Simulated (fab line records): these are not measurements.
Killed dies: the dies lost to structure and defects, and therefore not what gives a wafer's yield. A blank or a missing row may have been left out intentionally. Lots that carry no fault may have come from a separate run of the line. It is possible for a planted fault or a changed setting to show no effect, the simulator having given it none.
fab line records | flow n5-finfet
record lots=7 | wafers=39
route steps=1938 shown FIN_CUT@173 DUMMY_GATE@248 SD_EPI_P@308 HKMG_FIN@406 GATE_CUT@466 PASSIVATION@1936
start-h: start of the lot's first displayed wafer, in hours after the record's first day | wait-h: hours from the lot's prior step to this one | " identical to the entry in the row above | L1.1+2: several wafers, shown together as one row | - value missing, or start not given | * or withheld: withheld | < > ~ a bound
route shown NAME@n: names a module that has steps shown in the file, with the first one's number in the route | usual: mean and standard deviation over wafers with no fault | same: alike in all rows | chamber/n: place in a boat | sites: each site's reading | _std_site: how widely they spread, as a standard deviation | _edge_site: outer sites' mean less inner sites' | radius-mm: how far each site lies from the wafer's centre | mask NAME#n: copy n | behind: the most recent tool/chamber to have shaped the wafer | hold: cause of the lot's hold/its duration in hours/its outcome | device: the n, p or np transistor that did not switch | end of line: tests run on the same wafers once the route is complete | a step without rows: its recipe alone | killed: the dies lost at the first sort to structure and to defects; this is not the yield of the wafer | map: shows each die of a wafer: x if killed, . if not, _ if none is there
set.NAME: the run value of the setting; set.NAME@STEP: its run value at that earlier step | model.NAME: the simulator's own value behind a step, which no gauge read
lots whose settings were changed on purpose; a table a step, a row a wafer
## steps
# step N5_FIN_CUT_CUT_ETCH_26
# recipe chemistry=CH3F/O2 | target=SiNx | target-depth-a=390 | mask-material=SOC | time-s=55.7 | pressure-mtorr=30 | source-w=395 | bias-w=73 | Ar_flow_sccm=150 | CH3F_flow_sccm=30 | O2_flow_sccm=20 | ion-energy-ev=120
# step N5_DUMMY_GATE_ETCH_44
# recipe chemistry=HBr/O2 | over-etch-frac=0.7 | target-depth-a=1275 | stop-on=SiO2 | ion-energy-ev=60 | bias-w=20 | target=poly-Si | mask-material=SiO2 | pressure-mtorr=20 | icp-w=400 | HBr_flow_sccm=120 | O2_flow_sccm=10
# step N5_DUMMY_GATE_ETCH_42
# recipe chemistry=CHF3/O2 | target=SiO2 | target-depth-a=35 | time-s=31 | ion-energy-ev=30 | bias-w=12 | pressure-mtorr=30 | source-w=600 | Ar_flow_sccm=200 | CHF3_flow_sccm=50 | O2_flow_sccm=5
# step N5_SD_EPI_P_ETCH_37
# recipe chemistry=N2/H2 | target=SOC | overetch-a=1080 | mask-material=SiARC | temp-c=40 | ion-energy-ev=100 | source-w=3000 | bias-w=133 | pressure-mtorr=20 | time-s=486 | n2-flow-sccm=200 | h2-flow-sccm=200 | ends=end-point
# step N5_HKMG_FIN_ETCH_58
# recipe chemistry=N2/H2 | target=SOC | target-depth-a=2158 | ion-energy-ev=50 | bias-w=13 | time-s=741 | pressure-mtorr=30 | source-w=875 | n2-flow-sccm=200 | h2-flow-sccm=200
# step N5_HKMG_FIN_ALD_79
# recipe material=TiN | target-thk-a=15 | temp-c=400 | ald-precursor-family=TiCl4 | ald-co-reactant=NH3 | pulse-time-s=1 | purge-time-s=3 | co-reactant-purge-time-s=2 | co-reactant-pulse-time-s=2 | ald-cycles=68 | pressure-torr=3
# step N5_HKMG_FIN_ALD_91
# recipe material=TiN | target-thk-a=10 | temp-c=400 | ald-precursor-family=TiCl4 | ald-co-reactant=NH3 | pulse-time-s=1 | purge-time-s=3 | co-reactant-purge-time-s=2 | co-reactant-pulse-time-s=2 | ald-cycles=47 | pressure-torr=3
# step N5_HKMG_FIN_ETCH_86
# recipe chemistry=N2/H2 | target=SOC | target-depth-a=3932 | stop-on=TiN | ion-energy-ev=100 | bias-w=61 | pressure-mtorr=30 | source-w=850 | n2-flow-sccm=200 | h2-flow-sccm=200
# step N5_GATE_CUT_ETCH_56
# recipe chemistry=Cl2/Ar | target=TiN | target-depth-a=216 | pressure-mtorr=10 | icp-w=600 | bias-w=60 | Cl2_flow_sccm=40 | Ar_flow_sccm=60
# step N5_PASSIVATION_PROBE_49
# usual killed-at-front-end=39/11 | killed-dies=101/20 | killed-on-rim=13/4.1
lot.wafer | tool      | chamber | start-h | wait-h | set.source-w@FIN_CUT_CUT_ETCH_26 | set.target-depth-a@DUMMY_GATE_ETCH_44 | set.bias-w@DUMMY_GATE_ETCH_42 | set.source-w@SD_EPI_P_ETCH_37 | set.source-w@HKMG_FIN_ETCH_58 | set.ald-cycles@HKMG_FIN_ALD_79 | set.ald-cycles@HKMG_FIN_ALD_91 | set.target-depth-a@HKMG_FIN_ETCH_86 | set.icp-w@GATE_CUT_ETCH_56 | killed-at-front-end | killed-dies | killed-on-rim
L075.2    | prober-01 | -       | 287.56  | 0.1    | 395                              | 1275                                  | 12                            | 3000                          | 875                           | 68                             | 47                             | 3932                                | 600                        | 26                  | 95          | 10
L075.4    | prober-01 | -       | 287.66  | 0.2    | 395                              | 1275                                  | 12                            | 3000                          | 875                           | 68                             | 47                             | 3932                                | 600                        | 36                  | 102         | 16
L075.6    | prober-01 | -       | 287.76  | 0.3    | 395                              | 1275                                  | 12                            | 3000                          | 875                           | 68                             | 47                             | 3932                                | 600                        | 38                  | 104         | 21
L076.1    | prober-01 | -       | 297.33  | 0.0    | 456.9                            | 1275                                  | 12                            | 3000                          | 875                           | 68                             | 47                             | 4420                                | 600                        | 1096                | 1180        | 152
L076.2    | prober-01 | -       | 297.38  | 0.1    | 456.9                            | 1158                                  | 12                            | 3000                          | 875                           | 75                             | 47                             | 3932                                | 600                        | 40                  | 114         | 18
L076.3    | prober-01 | -       | 297.43  | 0.1    | 395                              | 1158                                  | 12                            | 3000                          | 875                           | 68                             | 47                             | 4420                                | 600                        | 1115                | 1179        | 151
L076.4    | prober-01 | -       | 297.48  | 0.2    | 395                              | 1275                                  | 12                            | 3000                          | 875                           | 68                             | 47                             | 3932                                | 600                        | 39                  | 96          | 13
L076.5    | prober-01 | -       | 297.53  | 0.2    | 395                              | 1275                                  | 12                            | 3000                          | 875                           | 75                             | 47                             | 3932                                | 600                        | 44                  | 111         | 13
L076.6    | prober-01 | -       | 297.58  | 0.3    | 456.9                            | 1158                                  | 12                            | 3000                          | 875                           | 75                             | 47                             | 4420                                | 600                        | 1130                | 1179        | 152
L084.1    | prober-01 | -       | 337.32  | 0.0    | 395                              | 1275                                  | 13.01                         | 3000                          | 978.9                         | 68                             | 47                             | 3486                                | 600                        | 27                  | 73          | 8
L084.2    | prober-01 | -       | 337.37  | 0.1    | 452.8                            | 1335                                  | 12                            | 3000                          | 875                           | 68                             | 47                             | 3932                                | 679.1                      | 27                  | 84          | 12
L084.3    | prober-01 | -       | 337.42  | 0.1    | 395                              | 1275                                  | 12                            | 3000                          | 875                           | 68                             | 47                             | 3486                                | 600                        | 18                  | 85          | 12
L084.4    | prober-01 | -       | 337.47  | 0.2    | 452.8                            | 1335                                  | 13.01                         | 3000                          | 978.9                         | 68                             | 49                             | 3932                                | 600                        | 34                  | 89          | 11
L084.5    | prober-01 | -       | 337.52  | 0.2    | 452.8                            | 1275                                  | 13.01                         | 3000                          | 875                           | 68                             | 49                             | 3932                                | 679.1                      | 20                  | 75          | 6
L084.6    | prober-01 | -       | 337.57  | 0.3    | 395                              | 1335                                  | 12                            | 3000                          | 978.9                         | 68                             | 49                             | 3486                                | 679.1                      | 40                  | 97          | 13
L092.1    | prober-01 | -       | 378.54  | 0.0    | 325.3                            | 1407                                  | 9.743                         | 3000                          | 971.9                         | 68                             | 47                             | 4382                                | 600                        | 1142                | 1180        | 152
L092.2    | prober-01 | -       | 378.59  | 0.1    | 325.3                            | 1407                                  | 12                            | 3000                          | 875                           | 68                             | 47                             | 3932                                | 600                        | 35                  | 91          | 16
L092.3    | prober-01 | -       | 378.64  | 0.1    | 325.3                            | 1275                                  | 12                            | 3000                          | 971.9                         | 68                             | 47                             | 3932                                | 711.2                      | 33                  | 84          | 10
L092.4    | prober-01 | -       | 378.69  | 0.2    | 395                              | 1275                                  | 12                            | 3000                          | 875                           | 68                             | 47                             | 4382                                | 600                        | 1092                | 1180        | 152
L092.5    | prober-01 | -       | 378.74  | 0.2    | 395                              | 1275                                  | 9.743                         | 3000                          | 875                           | 68                             | 47                             | 4382                                | 711.2                      | 1136                | 1180        | 152
L092.6    | prober-01 | -       | 378.79  | 0.3    | 395                              | 1407                                  | 9.743                         | 3000                          | 971.9                         | 68                             | 47                             | 3932                                | 711.2                      | 49                  | 106         | 20
L091.1    | prober-02 | -       | 382.02  | 0.0    | 395                              | 1275                                  | 10.36                         | 3409                          | 875                           | 62                             | 47                             | 3932                                | 644.1                      | 56                  | 113         | 16
L091.2    | prober-02 | -       | 382.07  | 0.1    | 395                              | 1352                                  | 12                            | 3409                          | 875                           | 68                             | 47                             | 4092                                | 600                        | 868                 | 943         | 66
L091.3    | prober-02 | -       | 382.12  | 0.1    | 395                              | 1352                                  | 10.36                         | 3000                          | 875                           | 62                             | 47                             | 3932                                | 600                        | 43                  | 100         | 8
L091.4    | prober-02 | -       | 382.17  | 0.2    | 419.6                            | 1352                                  | 12                            | 3000                          | 875                           | 68                             | 47                             | 3932                                | 644.1                      | 38                  | 99          | 17
L091.5    | prober-02 | -       | 382.22  | 0.2    | 419.6                            | 1275                                  | 10.36                         | 3409                          | 875                           | 68                             | 47                             | 4092                                | 644.1                      | 779                 | 835         | 38
L091.6    | prober-02 | -       | 382.27  | 0.3    | 419.6                            | 1275                                  | 12                            | 3000                          | 875                           | 62                             | 47                             | 4092                                | 600                        | 698                 | 758         | 117
L090.1    | prober-02 | -       | 385.93  | 0.0    | 395                              | 1353                                  | 12                            | 3000                          | 875                           | 68                             | 47                             | 3932                                | 600                        | 39                  | 80          | 12
L090.2    | prober-02 | -       | 385.98  | 0.1    | 395                              | 1353                                  | 12                            | 2692                          | 827                           | 68                             | 47                             | 3498                                | 545.9                      | 41                  | 90          | 11
L090.3    | prober-02 | -       | 386.03  | 0.1    | 395                              | 1275                                  | 12                            | 2692                          | 875                           | 68                             | 47                             | 3932                                | 600                        | 39                  | 95          | 11
L090.4    | prober-02 | -       | 386.08  | 0.2    | 395                              | 1275                                  | 12                            | 2692                          | 875                           | 68                             | 51                             | 3498                                | 545.9                      | 33                  | 90          | 17
L090.5    | prober-02 | -       | 386.13  | 0.2    | 395                              | 1353                                  | 12                            | 3000                          | 827                           | 68                             | 51                             | 3932                                | 545.9                      | 39                  | 102         | 13
L090.6    | prober-02 | -       | 386.18  | 0.3    | 395                              | 1275                                  | 12                            | 3000                          | 827                           | 68                             | 51                             | 3498                                | 600                        | 50                  | 101         | 13
L093.1    | prober-01 | -       | 396.33  | 0.0    | 324.9                            | 1275                                  | 12.63                         | 3000                          | 1022                          | 68                             | 44                             | 4390                                | 600                        | 1114                | 1180        | 152
L093.2    | prober-01 | -       | 396.38  | 0.1    | 324.9                            | 1275                                  | 12                            | 3000                          | 875                           | 68                             | 44                             | 3932                                | 600                        | 47                  | 107         | 14
L093.3    | prober-01 | -       | 396.43  | 0.1    | 324.9                            | 1275                                  | 12.63                         | 3354                          | 875                           | 68                             | 47                             | 4390                                | 600                        | 1128                | 1175        | 149
L093.4    | prober-01 | -       | 396.48  | 0.2    | 395                              | 1275                                  | 12.63                         | 3354                          | 1022                          | 68                             | 47                             | 3932                                | 600                        | 43                  | 108         | 14
L093.5    | prober-01 | -       | 396.53  | 0.2    | 395                              | 1275                                  | 12                            | 3354                          | 1022                          | 68                             | 44                             | 3932                                | 600                        | 68                  | 135         | 22
L093.6    | prober-01 | -       | 396.58  | 0.3    | 395                              | 1275                                  | 12                            | 3000                          | 875                           | 68                             | 47                             | 4390                                | 600                        | 1097                | 1169        | 143
# killed by level:class
L075.2 BEOL_M3:geometric-particle:open=14 BEOL_M2:geometric-particle:open=8 BEOL_M0_SAQP:geometric-particle:open=7 BEOL_M4:geometric-particle:open=7 MOL_CONTACT_COAG:geometric-particle:open=7 FIN_SAQP:geometric-particle:open=6 BEOL_M0_SAQP:geometric-particle:short=5 DUMMY_GATE:geometric-particle:open=3
L075.4 BEOL_M4:geometric-particle:open=8 FIN_SAQP:geometric-particle:short=7 MOL_CONTACT_COAG:geometric-particle:open=7 BEOL_M2:geometric-particle:open=7 FIN_SAQP:geometric-particle:open=6 STI_FIN_REVEAL:geometric-particle:open=6 BEOL_M0_SAQP:geometric-particle:short=6 BEOL_M1:geometric-particle:open=5
L075.6 MOL_CONTACT_COAG:geometric-particle:open=12 STI_FIN_REVEAL:geometric-particle:open=9 BEOL_M1:geometric-particle:open=8 BEOL_M0_SAQP:geometric-particle:short=8 BEOL_M2:geometric-particle:open=6 ILD0:geometric-particle:open=5 BEOL_M4:geometric-particle:open=5 GATE_CUT:geometric-particle:short=4
L076.1 HKMG_FIN:area-etch=1057 BEOL_M0_SAQP:geometric-particle:open=13 MOL_CONTACT_COAG:geometric-particle:open=11 BEOL_M4:geometric-particle:open=11 STI_FIN_REVEAL:geometric-particle:open=9 BEOL_M3:geometric-particle:open=9 BEOL_M0_SAQP:geometric-particle:short=8 FIN_SAQP:geometric-particle:open=5
L076.2 MOL_CONTACT_COAG:geometric-particle:open=10 MOL_CONTACT_COAG:geometric-particle:short=9 STI_FIN_REVEAL:geometric-particle:open=8 BEOL_M4:geometric-particle:open=8 FIN_SAQP:geometric-particle:open=7 BEOL_M1:geometric-particle:open=7 STARTING-WAFER:geometric-particle:open=6 BEOL_M3:geometric-particle:short=6
L076.3 HKMG_FIN:area-etch=1075 STI_FIN_REVEAL:geometric-particle:open=17 MOL_CONTACT_COAG:geometric-particle:open=9 BEOL_M4:geometric-particle:open=8 FIN_SAQP:geometric-particle:short=7 BEOL_M0_SAQP:geometric-particle:short=7 BEOL_M2:geometric-particle:open=7 BEOL_M0_SAQP:geometric-particle:open=5
L076.4 STI_FIN_REVEAL:geometric-particle:open=12 BEOL_M0_SAQP:geometric-particle:open=8 FIN_SAQP:geometric-particle:short=6 MOL_CONTACT_COAG:geometric-particle:open=6 BEOL_M3:geometric-particle:open=6 GATE_CUT:geometric-particle:short=5 BEOL_M0:geometric-particle:open=5 BEOL_M6:geometric-particle:open=5
L076.5 STI_FIN_REVEAL:geometric-particle:open=18 MOL_CONTACT_COAG:geometric-particle:open=10 BEOL_M1:geometric-particle:open=8 BEOL_M0:geometric-particle:open=7 BEOL_M4:geometric-particle:open=7 ILD0:geometric-particle:open=5 BEOL_M0_SAQP:geometric-particle:short=5 GATE_CUT:geometric-particle:short=4
L076.6 HKMG_FIN:area-etch=1082 STI_FIN_REVEAL:geometric-particle:open=22 MOL_CONTACT_COAG:geometric-particle:open=8 BEOL_M1:geometric-particle:open=7 GATE_CUT:geometric-particle:open=6 STI_FIN_REVEAL:geometric-particle:short=4 BEOL_M3:geometric-particle:open=4 BEOL_M4:geometric-particle:open=4
L084.1 BEOL_M0_SAQP:geometric-particle:short=7 FIN_SAQP:geometric-particle:open=5 STI_FIN_REVEAL:geometric-particle:open=5 BEOL_M1:geometric-particle:open=5 DUMMY_GATE:geometric-particle:open=4 MOL_CONTACT_COAG:geometric-particle:open=4 BEOL_M2:geometric-particle:open=4 PAD_METAL:geometric-particle:short=4
L084.2 MOL_CONTACT_COAG:geometric-particle:open=14 FIN_SAQP:geometric-particle:open=11 BEOL_M0_SAQP:geometric-particle:open=7 BEOL_M2:geometric-particle:open=7 BEOL_M1:geometric-particle:open=5 BEOL_M4:geometric-particle:open=5 STARTING-WAFER:geometric-particle:open=4 BEOL_M0_SAQP:geometric-particle:short=3
L084.3 BEOL_M0_SAQP:geometric-particle:open=10 BEOL_M2:geometric-particle:open=9 BEOL_M0_SAQP:geometric-particle:short=8 BEOL_M4:geometric-particle:open=7 DUMMY_GATE:geometric-particle:open=5 BEOL_M3:geometric-particle:open=5 STI_FIN_REVEAL:geometric-particle:open=4 GATE_CUT:geometric-particle:short=3
L084.4 BEOL_M2:geometric-particle:open=9 BEOL_M0_SAQP:geometric-particle:short=8 FIN_SAQP:geometric-particle:open=6 STI_FIN_REVEAL:geometric-particle:open=5 BEOL_M0_SAQP:geometric-particle:open=5 MOL_CONTACT_COAG:geometric-particle:open=5 GATE_CUT:geometric-particle:short=4 GATE_CUT:geometric-particle:open=4
L084.5 BEOL_M0_SAQP:geometric-particle:open=6 BEOL_M2:geometric-particle:open=6 BEOL_M4:geometric-particle:open=6 BEOL_M3:geometric-particle:open=5 STI_FIN_REVEAL:geometric-particle:open=4 MOL_CONTACT_COAG:geometric-particle:open=4 BEOL_M0_SAQP:geometric-particle:short=4 MOL_CONTACT_COAG:geometric-particle:short=3
L084.6 FIN_SAQP:geometric-particle:open=16 BEOL_M0_SAQP:geometric-particle:open=10 BEOL_M0_SAQP:geometric-particle:short=9 FIN_SAQP:geometric-particle:short=7 BEOL_M2:geometric-particle:open=7 MOL_CONTACT_COAG:geometric-particle:open=5 BEOL_M1:geometric-particle:open=4 BEOL_M3:geometric-particle:open=4
L092.1 HKMG_FIN:area-etch=1111 FIN_SAQP:geometric-particle:short=7 BEOL_M0_SAQP:geometric-particle:short=7 STI_FIN_REVEAL:geometric-particle:open=6 MOL_CONTACT_COAG:geometric-particle:open=5 BEOL_M0_SAQP:geometric-particle:open=5 STI_FIN_REVEAL:geometric-particle:short=3 DUMMY_GATE:geometric-particle:open=3
L092.2 FIN_SAQP:geometric-particle:short=11 BEOL_M2:geometric-particle:open=11 FIN_SAQP:geometric-particle:open=9 BEOL_M0_SAQP:geometric-particle:open=7 STI_FIN_REVEAL:geometric-particle:open=6 MOL_CONTACT_COAG:geometric-particle:open=6 MOL_CONTACT_COAG:geometric-particle:short=5 BEOL_M1:geometric-particle:open=5
L092.3 FIN_SAQP:geometric-particle:short=9 FIN_SAQP:geometric-particle:open=9 BEOL_M2:geometric-particle:open=8 MOL_CONTACT_COAG:geometric-particle:open=7 BEOL_M4:geometric-particle:open=7 GATE_CUT:geometric-particle:short=4 BEOL_M0_SAQP:geometric-particle:open=4 BEOL_M0_SAQP:geometric-particle:short=3
L092.4 HKMG_FIN:area-etch=1064 BEOL_M0_SAQP:geometric-particle:short=18 BEOL_M4:geometric-particle:open=11 BEOL_M0_SAQP:geometric-particle:open=10 STI_FIN_REVEAL:geometric-particle:open=9 STARTING-WAFER:geometric-particle:short=7 MOL_CONTACT_COAG:geometric-particle:open=6 BEOL_M1:geometric-particle:open=6
L092.5 HKMG_FIN:area-etch=1102 BEOL_M0_SAQP:geometric-particle:open=10 STI_FIN_REVEAL:geometric-particle:open=8 FIN_SAQP:geometric-particle:open=7 BEOL_M4:geometric-particle:open=7 BEOL_M3:geometric-particle:open=6 FIN_SAQP:geometric-particle:short=5 MOL_CONTACT_COAG:geometric-particle:open=4
L092.6 STI_FIN_REVEAL:geometric-particle:open=12 MOL_CONTACT_COAG:geometric-particle:open=10 HKMG_FIN:area-etch=9 FIN_SAQP:geometric-particle:short=8 BEOL_M0_SAQP:geometric-particle:short=7 BEOL_M3:geometric-particle:open=6 BEOL_M0_SAQP:geometric-particle:open=6 FIN_SAQP:geometric-particle:open=5
L091.1 BEOL_M0_SAQP:geometric-particle:short=17 BEOL_M0_SAQP:geometric-particle:open=12 FIN_SAQP:geometric-particle:open=9 GATE_CUT:geometric-particle:short=9 FIN_SAQP:geometric-particle:short=8 GATE_CUT:geometric-particle:open=8 BEOL_M4:geometric-particle:open=7 STI_FIN_REVEAL:geometric-particle:open=4
L091.2 HKMG_FIN:area-etch=822 BEOL_M0_SAQP:geometric-particle:short=21 FIN_SAQP:geometric-particle:open=13 BEOL_M0_SAQP:geometric-particle:open=12 FIN_SAQP:geometric-particle:short=9 BEOL_M0:geometric-particle:open=7 BEOL_M2:geometric-particle:open=7 GATE_CUT:geometric-particle:short=6
L091.3 FIN_SAQP:geometric-particle:open=12 FIN_SAQP:geometric-particle:short=11 GATE_CUT:geometric-particle:short=9 MOL_CONTACT_COAG:geometric-particle:open=8 BEOL_M2:geometric-particle:open=7 BEOL_M0_SAQP:geometric-particle:short=7 PAD_METAL:geometric-particle:short=6 BEOL_M3:geometric-particle:open=5
L091.4 GATE_CUT:geometric-particle:short=10 BEOL_M0_SAQP:geometric-particle:open=9 BEOL_M1:geometric-particle:open=9 FIN_SAQP:geometric-particle:open=8 BEOL_M0_SAQP:geometric-particle:short=8 BEOL_M2:geometric-particle:open=8 FIN_SAQP:geometric-particle:short=5 GATE_CUT:geometric-particle:open=5
L091.5 HKMG_FIN:area-etch=726 FIN_SAQP:geometric-particle:open=17 FIN_SAQP:geometric-particle:short=14 BEOL_M0_SAQP:geometric-particle:short=14 BEOL_M0_SAQP:geometric-particle:open=8 GATE_CUT:geometric-particle:open=4 GATE_CUT:geometric-particle:short=4 BEOL_M2:geometric-particle:short=4
L091.6 HKMG_FIN:area-etch=663 BEOL_M0_SAQP:geometric-particle:open=15 BEOL_M0_SAQP:geometric-particle:short=11 FIN_SAQP:geometric-particle:short=8 MOL_CONTACT_COAG:geometric-particle:open=7 BEOL_M2:geometric-particle:open=6 FIN_SAQP:geometric-particle:open=5 BEOL_M3:geometric-particle:open=5
L090.1 FIN_SAQP:geometric-particle:short=11 FIN_SAQP:geometric-particle:open=9 STI_FIN_REVEAL:geometric-particle:open=8 MOL_CONTACT_COAG:geometric-particle:open=7 BEOL_M1:geometric-particle:open=6 BEOL_M0_SAQP:geometric-particle:short=6 BEOL_M4:geometric-particle:open=6 DUMMY_GATE:geometric-particle:open=5
L090.2 FIN_SAQP:geometric-particle:short=12 STI_FIN_REVEAL:geometric-particle:open=12 MOL_CONTACT_COAG:geometric-particle:open=10 FIN_SAQP:geometric-particle:open=5 BEOL_M5:geometric-particle:open=5 BEOL_M4:geometric-particle:short=4 GATE_CUT:geometric-particle:short=4 MOL_CONTACT_COAG:geometric-particle:short=4
L090.3 FIN_SAQP:geometric-particle:short=15 FIN_SAQP:geometric-particle:open=9 BEOL_M0_SAQP:geometric-particle:short=9 BEOL_M0_SAQP:geometric-particle:open=6 MOL_CONTACT_COAG:geometric-particle:open=5 BEOL_M5:geometric-particle:open=5 BEOL_M3:geometric-particle:open=4 BEOL_M4:geometric-particle:open=4
L090.4 STI_FIN_REVEAL:geometric-particle:open=9 MOL_CONTACT_COAG:geometric-particle:open=8 FIN_SAQP:geometric-particle:open=7 FIN_SAQP:geometric-particle:short=6 BEOL_M3:geometric-particle:open=6 BEOL_M2:geometric-particle:open=5 BEOL_M0_SAQP:geometric-particle:open=5 BEOL_M0_SAQP:geometric-particle:short=5
L090.5 MOL_CONTACT_COAG:geometric-particle:open=16 FIN_SAQP:geometric-particle:open=9 STI_FIN_REVEAL:geometric-particle:open=7 BEOL_M3:geometric-particle:open=6 BEOL_M4:geometric-particle:open=6 FIN_SAQP:geometric-particle:short=5 BEOL_M0_SAQP:geometric-particle:open=5 BEOL_M0_SAQP:geometric-particle:short=5
L090.6 FIN_SAQP:geometric-particle:open=14 FIN_SAQP:geometric-particle:short=9 DUMMY_GATE:geometric-particle:open=9 BEOL_M2:geometric-particle:open=8 STI_FIN_REVEAL:geometric-particle:open=7 BEOL_M0_SAQP:geometric-particle:open=5 BEOL_M4:geometric-particle:open=5 BEOL_M5:geometric-particle:open=5
L093.1 HKMG_FIN:area-etch=946 HKMG_FIN:area-ald=114 BEOL_M2:geometric-particle:open=22 FIN_SAQP:geometric-particle:open=11 FIN_SAQP:geometric-particle:short=9 MOL_CONTACT_COAG:geometric-particle:open=9 STI_FIN_REVEAL:geometric-particle:open=8 BEOL_M3:geometric-particle:open=7
L093.2 STI_FIN_REVEAL:geometric-particle:open=20 MOL_CONTACT_COAG:geometric-particle:open=15 BEOL_M0_SAQP:geometric-particle:open=9 FIN_SAQP:geometric-particle:open=8 BEOL_M0_SAQP:geometric-particle:short=7 STI_FIN_REVEAL:geometric-particle:short=5 BEOL_M2:geometric-particle:open=5 MOL_CONTACT_COAG:geometric-particle:short=4
L093.3 HKMG_FIN:area-etch=1060 STI_FIN_REVEAL:geometric-particle:open=31 FIN_SAQP:geometric-particle:short=11 FIN_SAQP:geometric-particle:open=10 MOL_CONTACT_COAG:geometric-particle:open=9 BEOL_M2:geometric-particle:open=6 BEOL_M0_SAQP:geometric-particle:open=6 BEOL_M0_SAQP:geometric-particle:short=5
L093.4 MOL_CONTACT_COAG:geometric-particle:open=12 BEOL_M0_SAQP:geometric-particle:short=10 FIN_SAQP:geometric-particle:open=9 FIN_SAQP:geometric-particle:short=7 STI_FIN_REVEAL:geometric-particle:open=6 SPACER0:geometric-particle:short=6 GATE_CUT:geometric-particle:short=5 BEOL_M4:geometric-particle:open=5
L093.5 STI_FIN_REVEAL:geometric-particle:open=17 MOL_CONTACT_COAG:geometric-particle:open=15 FIN_SAQP:geometric-particle:open=11 HKMG_FIN:area-ald=10 BEOL_M2:geometric-particle:open=9 BEOL_M0_SAQP:geometric-particle:open=7 BEOL_M3:geometric-particle:open=6 FIN_SAQP:geometric-particle:short=5
L093.6 HKMG_FIN:area-etch=1043 FIN_SAQP:geometric-particle:open=15 FIN_SAQP:geometric-particle:short=14 BEOL_M0_SAQP:geometric-particle:open=13 MOL_CONTACT_COAG:geometric-particle:open=11 BEOL_M0_SAQP:geometric-particle:short=11 BEOL_M4:geometric-particle:open=9 BEOL_M1:geometric-particle:open=5
## key
split step=N5_FIN_CUT_CUT_ETCH_26 | setting=source-w | stated-as=395
response none clear
split step=N5_DUMMY_GATE_ETCH_44 | setting=target-depth-a | stated-as=1275
response none clear
split step=N5_DUMMY_GATE_ETCH_42 | setting=bias-w | stated-as=12
response none clear
split step=N5_SD_EPI_P_ETCH_37 | setting=source-w | stated-as=3000
response none clear
split step=N5_HKMG_FIN_ETCH_58 | setting=source-w | stated-as=875
response none clear
split step=N5_HKMG_FIN_ALD_79 | setting=ald-cycles | stated-as=68
response none clear
split step=N5_HKMG_FIN_ALD_91 | setting=ald-cycles | stated-as=47
response none clear
split step=N5_HKMG_FIN_ETCH_86 | setting=target-depth-a | stated-as=3932
response step=N5_PASSIVATION_PROBE_49 | reading=killed-at-front-end | slope=+61.6 | per=1% | together-with=all | explained=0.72
response step=N5_PASSIVATION_PROBE_49 | reading=killed-dies | slope=+61.4 | per=1% | together-with=all | explained=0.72
response step=N5_PASSIVATION_PROBE_49 | reading=killed-on-rim | slope=+7.32 | per=1% | together-with=all | explained=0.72
split step=N5_GATE_CUT_ETCH_56 | setting=icp-w | stated-as=600
response none clear
